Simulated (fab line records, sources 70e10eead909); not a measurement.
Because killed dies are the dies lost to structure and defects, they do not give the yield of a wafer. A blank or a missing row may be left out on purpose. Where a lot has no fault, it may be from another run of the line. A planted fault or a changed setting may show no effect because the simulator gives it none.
fab line records	flow nand_harc
[record] lots = 13	wafers = 38	last_day = 34
route steps=1302 shown P_M2@318 THIN_TSV@1259 END@1302
lots with no fault: from the same line, run without faults
start_h: start of the lot's first displayed wafer, in hours after the record's first day	wait_h: time in hours since the lot's previous step	" identical to the entry in the row above	L1.1+2: several wafers, shown together as one row	- no value, or no start given	* or withheld: withheld	< > ~ a bound
route shown NAME@n: NAME is a module with steps in the file, n the number in the route of the first one	usual: mean/standard deviation of fault-free wafers	same: alike in all rows	chamber/n: place in a boat	sites: per-site readings	_std_site: how widely they spread, as a standard deviation	_edge_site: outer sites' mean less inner sites'	radius_mm: for every site, how far away it sits from the centre of the wafer	mask NAME#n: copy n	behind: the tool/chamber that last shaped the wafer	hold: what put the lot on hold/how long, in hours/how the hold closed	device: names the non-switching transistor (n, p or np)	end of line: the tests these same wafers got at the end of their route	a step with no rows: only its recipe	killed: dies lost to structure and defects at the first sort, not the wafer's yield	map: a wafer's dies, x killed, . not, _ none there
set.NAME: the setting the step ran with; set.NAME@STEP: the setting that earlier step ran with	model.NAME: the simulator's own value behind a step, which no gauge read
a sample of lots followed through the steps of the route, with each step as a table and each wafer as a row
services: from which hour (start_h, from the record's first day; less than 0 if before it) a tool's chamber was out of use, for how many hours, and why
[[steps]]
[step NHARC_P_M2_DEP_00]
[recipe] target_thk_a = 1825	target_thk_nm = 182.5	temp_c = withheld	pressure_torr = 5	flow_sccm = 200	rf_w = 600	material = SiOC
[usual] rf_fwd_power_W = 598.7/1.9	showerhead_vpp_V = 1553/88
lot.wafer	tool	chamber	start_h	wait_h	rf_fwd_power_W	showerhead_vpp_V
L661.2	pecvd-02	0	136.85	-	596.7	1524
L661.3	"	1	"	"	598.4	1613
L661.6	"	2	"	"	600.2	1613
L662.3	pecvd-02	2	153.05	-	593.9	1601
L662.6	"	2	"	"	600.9	1610
L662.5	"	0	"	"	596.7	1526
L664.6	pecvd-04	0	158.50	-	599.9	1691
L664.5	"	1	"	"	602.3	1529
L664.4	"	2	"	"	596.5	1545
L666.3	pecvd-04	1	178.60	-	599.8	1529
L666.4	"	0	"	"	598.2	1697
L667.2	pecvd-04	1	186.16	-	602.6	1517
L667.4	"	1	"	"	598.7	1520
L667.6	"	0	"	"	599.6	1690
L675.3	pecvd-02	1	275.64	-	598.7	1630
L675.6	"	2	"	"	602.4	1619
L675.4	"	0	"	"	596.7	1522
L676.2	pecvd-02	2	276.59	-	596.1	1599
L676.1	"	1	"	"	598.4	1612
L676.6	"	2	"	"	599.3	1623
L678.3	pecvd-04	0	291.34	-	598.0	1692
L678.4	"	2	"	"	598.1	1521
L678.6	"	0	"	"	596.0	1692
L679.4	pecvd-04	2	324.32	-	601.3	1522
L679.5	"	0	"	"	596.7	1682
L679.6	"	1	"	"	596.9	1519
L680.6	pecvd-04	0	324.88	-	599.7	1672
L680.5	"	1	"	"	599.0	1520
L680.4	"	2	"	"	598.3	1515
L682.2	pecvd-02	0	343.00	-	599.1	1537
L682.5	"	2	"	"	600.0	1597
L682.6	"	1	"	"	595.6	1618
L683.3	pecvd-02	2	352.53	-	596.2	1632
L683.2	"	0	"	"	598.8	1524
L683.5	"	0	"	"	596.5	1554
L684.1	pecvd-04	1	360.64	-	597.9	1510
L684.2	"	2	"	"	600.4	1526
L684.5	"	0	"	"	600.2	1670
[step NHARC_THIN_TSV_CD_MEAS_12]
[recipe] target_cd_nm = 1000	landing_energy_ev = 500
[usual] cd_nm = 999.5/1.6
lot.wafer	tool	chamber	start_h	wait_h	cd_nm
L661.2	cd_sem-03	0	578.34	-	997.7
L661.3	"	0	"	"	997.0
L661.6	"	0	"	"	996.8
L662.3	cd_sem-03	0	579.55	-	997.2
L662.5	"	0	"	"	997.5
L662.6	"	0	"	"	997.6
L664.4	cd_sem-01	0	580.75	-	1000.7
L664.5	"	0	"	"	1002.2
L664.6	"	0	"	"	1001.3
L666.3	cd_sem-01	0	600.41	-	998.3
L667.2	cd_sem-02	0	618.37	-	995.1
L667.6	"	0	"	"	996.7
L676.1	cd_sem-03	0	707.29	-	998.5
L676.2	"	0	"	"	999.2
L676.6	"	0	"	"	999.6
L678.3	cd_sem-03	0	711.75	-	999.7
L678.4	"	0	"	"	1001.3
L678.6	"	0	"	"	1000.5
L675.3	cd_sem-03	0	714.23	-	998.8
L675.4	"	0	"	"	999.2
L675.6	"	0	"	"	1000.2
L680.4	cd_sem-02	0	736.47	-	998.0
L680.5	"	0	"	"	1000.5
L680.6	"	0	"	"	998.0
L679.4	cd_sem-03	0	746.55	-	997.8
L679.5	"	0	"	"	998.5
L679.6	"	0	"	"	999.4
L684.1	cd_sem-02	0	781.34	-	999.2
L684.2	"	0	"	"	999.4
L684.5	"	0	"	"	999.5
L682.2	cd_sem-01	0	782.62	-	1001.1
L682.5	"	0	"	"	1001.8
L682.6	"	0	"	"	1000.0
L683.2	cd_sem-03	0	786.99	-	998.3
L683.3	"	0	"	"	1000.3
L683.5	"	0	"	"	1000.6
[step NHARC_THIN_TSV_DESCUM_35]
[recipe] time_s = 3	o2_flow_sccm = 200	ar_flow_sccm = 0	bias_power_w = 0	chemistry = O2
[usual] drypump_motor_current_A = 5.8/0.43	oes_product_au = 0.995/0.0085	rf_vpp_V = 57.6/0.75	showerhead_plenum_p_Torr = 1.87/0.056	throttle_valve_pct = 11.311/0.0095
[same] bias_power_w = 0
lot.wafer	tool	chamber	start_h	wait_h	drypump_motor_current_A	oes_product_au	rf_hours_counter_h	rf_vpp_V	showerhead_plenum_p_Torr	throttle_valve_pct
L661.3	rie_diel-02	0	584.28	-	5.5	0.991	0.2	56.5	1.88	11.308
L661.2	"	3	"	"	6.2	1.000	0.2	57.2	1.81	11.316
L661.6	"	3	"	"	6.2	1.004	-	57.5	1.81	11.305
L662.3	rie_diel-07	3	585.70	-	5.3	0.990	5.0	56.4	1.85	11.318
L662.5	"	3	"	"	5.3	0.995	-	57.0	1.85	11.319
L662.6	"	0	"	"	5.7	1.010	-	57.8	1.88	11.315
L664.4	rie_diel-11	2	586.90	-	6.4	1.002	5.4	58.4	1.79	11.302
L664.6	"	0	"	"	5.4	1.004	-	58.4	2.01	11.312
L664.5	"	1	"	"	6.3	1.003	-	58.7	1.82	11.304
L666.3	rie_diel-02	3	606.46	-	6.2	0.997	1.5	58.5	1.81	11.299
L667.2	rie_diel-11	2	624.45	-	6.4	0.994	0.2	58.0	1.79	11.312
L667.6	"	2	"	"	6.4	0.996	-	57.0	1.79	11.333
L676.2	rie_diel-07	1	713.67	-	6.5	0.988	3.5	58.2	1.88	11.304
L676.1	"	2	"	"	5.4	1.003	3.5	58.7	1.93	11.324
L676.6	"	3	"	"	5.3	0.992	-	57.2	1.85	11.309
L678.4	rie_diel-07	0	718.08	-	5.7	1.011	4.1	57.6	1.87	11.303
L678.3	"	3	"	"	5.3	1.001	3.1	58.1	1.85	11.308
L678.6	"	1	"	"	6.5	0.994	-	57.8	1.88	11.320
L675.3	rie_diel-11	2	720.31	-	6.4	1.003	4.8	57.3	1.79	11.334
L675.4	"	0	"	"	5.4	0.997	3.3	58.6	2.01	11.313
L675.6	"	1	"	"	6.3	0.998	-	57.6	1.82	11.309
L680.4	rie_diel-02	3	742.40	-	6.2	0.998	9.4	58.4	1.80	11.311
L680.6	"	1	"	"	5.2	0.993	-	57.8	1.96	11.300
L680.5	"	2	"	"	6.0	1.005	-	57.6	1.84	11.294
L679.4	rie_diel-07	2	753.00	-	5.4	0.988	5.1	58.9	1.92	11.328
L679.6	"	2	"	"	5.4	0.989	-	59.2	1.92	11.311
L679.5	"	3	"	"	5.3	0.981	-	56.4	1.85	11.317
L684.2	rie_diel-07	1	787.54	-	6.5	0.998	8.2	58.0	1.88	11.313
L684.1	"	0	"	"	5.7	1.009	8.2	57.2	1.87	11.315
L684.5	"	2	"	"	5.4	1.003	-	58.8	1.92	11.309
L682.2	rie_diel-02	3	788.81	-	6.2	1.011	2.2	58.2	1.80	11.312
L682.6	"	2	"	"	6.1	1.003	-	57.2	1.84	11.309
L682.5	"	3	"	"	6.2	1.003	-	57.0	1.80	11.311
L683.3	rie_diel-02	0	793.02	-	5.5	0.981	2.2	57.9	1.88	11.315
L683.2	"	1	"	"	5.2	0.996	2.2	56.1	1.95	11.308
L683.5	"	3	"	"	6.2	0.987	-	57.2	1.80	11.324
[step NHARC_THIN_TSV_ETCH_36]
[recipe] target_depth_a = 650	over_etch_frac = 0.3	time_s = 18.571	ion_energy_ev = 150	chemistry = Cl2/BCl3
[usual] drypump_motor_current_A = 5.7/0.44	oes_product_au = 1.001/0.0072
lot.wafer	tool	chamber	start_h	wait_h	drypump_motor_current_A	oes_product_au	rf_hours_counter_h
L661.2	rie_metal-01	1	584.70	0.2	6.0	1.002	0.2
L661.3	"	0	"	"	5.1	1.002	-
L661.6	"	0	"	"	5.2	1.002	-
L662.3	rie_metal-03	1	586.10	0.1	5.7	1.006	-
L662.5	"	1	"	"	5.7	1.004	-
L662.6	"	0	"	"	6.5	0.993	-
L664.4	rie_metal-02	0	587.28	0.1	5.7	0.999	-
L664.5	"	1	"	"	5.2	0.997	-
L664.6	"	0	"	"	5.7	0.990	-
L666.3	rie_metal-03	0	606.86	0.2	6.4	0.979	-
L667.2	rie_metal-01	0	624.84	0.2	5.1	1.002	0.7
L667.6	"	0	"	"	5.2	0.997	-
L676.2	rie_metal-01	1	714.04	0.2	6.0	1.018	2.4
L676.1	"	0	"	"	5.2	1.009	2.4
L676.6	"	1	"	"	6.0	1.018	-
L678.4	rie_metal-03	0	718.48	0.1	6.5	0.999	-
L678.3	"	1	"	"	5.7	1.006	-
L678.6	"	1	"	"	5.7	1.009	-
L675.4	rie_metal-03	1	720.70	0.1	5.7	1.011	-
L675.3	"	0	"	"	6.4	1.004	-
L675.6	"	1	"	"	5.7	1.011	-
L680.4	rie_metal-01	1	742.77	0.2	6.0	0.992	-
L680.5	"	1	"	"	6.0	0.995	-
L680.6	"	0	"	"	5.1	1.002	-
L679.4	rie_metal-03	1	753.41	0.1	5.7	1.004	-
L679.6	"	0	"	"	6.4	0.989	-
L679.5	"	1	"	"	5.7	1.012	-
L684.1	rie_metal-01	0	787.93	0.2	5.1	0.999	0.3
L684.2	"	1	"	"	6.0	1.011	0.3
L684.5	"	1	"	"	6.0	1.008	-
L682.2	rie_metal-02	0	789.18	0.2	5.7	1.004	2.2
L682.5	"	0	"	"	5.7	0.995	-
L682.6	"	1	"	"	5.2	0.980	-
L683.2	rie_metal-01	0	793.38	0.2	5.2	1.002	0.5
L683.3	"	1	"	"	6.0	1.002	-
L683.5	"	1	"	"	6.0	1.008	-
[step NHARC_END_SORT_01]
[recipe] temp_c = 25
[usual] defect_limited_yield = 90.7/3	killed_at_array = 58/20	killed_at_other = 0.9/1.4	killed_at_periphery = 4/3.1	killed_dies = 63/20	killed_open = 3.3/1.8	killed_short = 2.4/1.5
[same] gross_dies = 677
lot.wafer	tool	chamber	start_h	wait_h	defect_limited_yield[%]	killed_at_array	killed_at_other	killed_at_periphery	killed_dies	killed_open	killed_short
L667.2	prober-02	0	634.14	2.8	94.8	34	1	0	35	4	3
L667.4	prober-02	0	635.74	3.4	0	43	2	632	677	5	7
L667.6	prober-02	0	637.34	4.0	94.4	36	1	1	38	5	2
L675.3	prober-01	0	732.00	3.2	91.4	54	0	4	58	2	1
L675.4	prober-01	0	732.81	3.5	94.1	37	1	2	40	0	1
L675.6	prober-01	0	734.43	4.1	93.5	42	0	2	44	4	3
// killed by level:class
L667.2 A_CHANNEL_HOLE_D2:chamber_film_flake=16 A_WL_FILL:chamber_film_flake=4 A_CHANNEL_HOLE_D1:chamber_film_flake=3 A_ONON_D1:geometric_particle:open=2 A_CONTACT:chamber_film_flake=2 A_SOURCE_PLATE:geometric_particle:short=1 A_CHANNEL_FILL_D1:geometric_particle:short=1 A_DECK1_JOINT:geometric_particle:open=1
L667.4 P_M2:area_dep=631 A_CHANNEL_HOLE_D2:chamber_film_flake=11 A_CONTACT:chamber_film_flake=7 A_CHANNEL_HOLE_D1:chamber_film_flake=4 A_STAIRCASE:chamber_film_flake=3 A_WL_FILL:chamber_film_flake=3 A_CHANNEL_FILL_D2:geometric_particle:short=2 A_BLC:geometric_particle:short=2
L667.6 A_CHANNEL_HOLE_D2:chamber_film_flake=14 A_CHANNEL_HOLE_D1:chamber_film_flake=4 A_CONTACT:chamber_film_flake=4 A_WL_FILL:chamber_film_flake=3 A_ONON_D1:geometric_particle:open=2 A_SOURCE_PLATE:geometric_particle:short=1 A_CHANNEL_HOLE_D2:geometric_particle:open=1 A_WL_FILL:geometric_particle:short=1
L675.3 A_SLIT:chamber_film_flake=28 A_CONTACT:chamber_film_flake=13 A_CHANNEL_HOLE_D1:chamber_film_flake=10 A_STAIRCASE:chamber_film_flake=2 P_GATE:geometric_particle:open=1 P_M1:geometric_particle:short=1 A_CHANNEL_FILL_D2:geometric_particle:open=1 P_M2:chamber_film_flake=1
L675.4 A_SLIT:chamber_film_flake=13 A_CHANNEL_HOLE_D1:chamber_film_flake=7 A_STAIRCASE:chamber_film_flake=7 A_CONTACT:chamber_film_flake=5 A_CHANNEL_HOLE_D2:chamber_film_flake=3 P_CONTACT:geometric_particle:short=1 P_M2:chamber_film_flake=1 A_DECK1_JOINT:chamber_film_flake=1
L675.6 A_CHANNEL_HOLE_D1:chamber_film_flake=15 A_SLIT:chamber_film_flake=13 A_STAIRCASE:chamber_film_flake=6 A_WL_FILL:geometric_particle:open=2 P_GATE:geometric_particle:open=1 P_CONTACT:geometric_particle:open=1 A_DECK1_JOINT:geometric_particle:short=1 A_CHANNEL_FILL_D2:geometric_particle:short=1
[[services]]
tool	chamber	start_h	hours	kind
pecvd-04	2	114.33	3.4	repair
pecvd-02	1	168.63	6.4	repair
rie_metal-01	-	221.00	9.0	pm
pecvd-02	-	227.17	13.0	pm
rie_metal-01	-	268.22	0.3	repair
pecvd-04	-	269.01	13.0	pm
pecvd-02	-	388.21	1.6	repair
rie_metal-01	-	398.00	9.0	pm
pecvd-02	-	408.51	13.0	pm
rie_metal-01	0	442.98	12.2	repair
pecvd-02	-	445.35	1.3	repair
pecvd-04	-	450.01	13.0	pm
pecvd-04	2	474.05	12.7	repair
pecvd-02	-	493.33	3.3	repair
pecvd-04	1	517.90	5.6	repair
rie_metal-01	-	568.36	4.8	repair
rie_metal-01	-	575.00	9.0	pm
pecvd-04	-	582.43	0.5	repair
pecvd-02	-	589.66	13.0	pm
pecvd-02	-	605.25	0.8	repair
pecvd-04	2	622.94	3.1	repair
pecvd-04	-	631.08	13.0	pm
pecvd-04	0	746.54	6.8	repair
pecvd-02	-	770.66	13.0	pm
[[key]]
[first_sign] step = NHARC_END_SORT_01	reading = killed_at_periphery	direction = up	sigmas = 99+	usual = 4	struck = 632
[effect] step = NHARC_END_SORT_01	reading = defect_limited_yield	direction = down	sigmas = 31	usual = 90.7	struck = 0
[more_kills_born_at] NHARC_P_M2_DEP_00@pecvd-04 = 631
met_at NHARC_P_M2_DEP_00
struck_lots L667
struck_wafers L667.4
later_rows_left_out L667.4
not_acting_at NHARC_THIN_TSV_CD_MEAS_12,NHARC_THIN_TSV_DESCUM_35,NHARC_THIN_TSV_ETCH_36
onset_between 158.50 186.16
[fault] kind = process_parameter_drift	tool = pecvd-04	chamber = -	onset_h = 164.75	steps = NHARC_P_M2_DEP_00	channel = target_thk_nm	offset = 71.788	shape = step	end_h = 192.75	scope = struck_wafers_only	acts_in = these_recipes_only	stated = 182.5
// later_rows_left_out: the simulator's readings of these wafers behind a module that went badly wrong aren't trusted and aren't shown, but for the sort
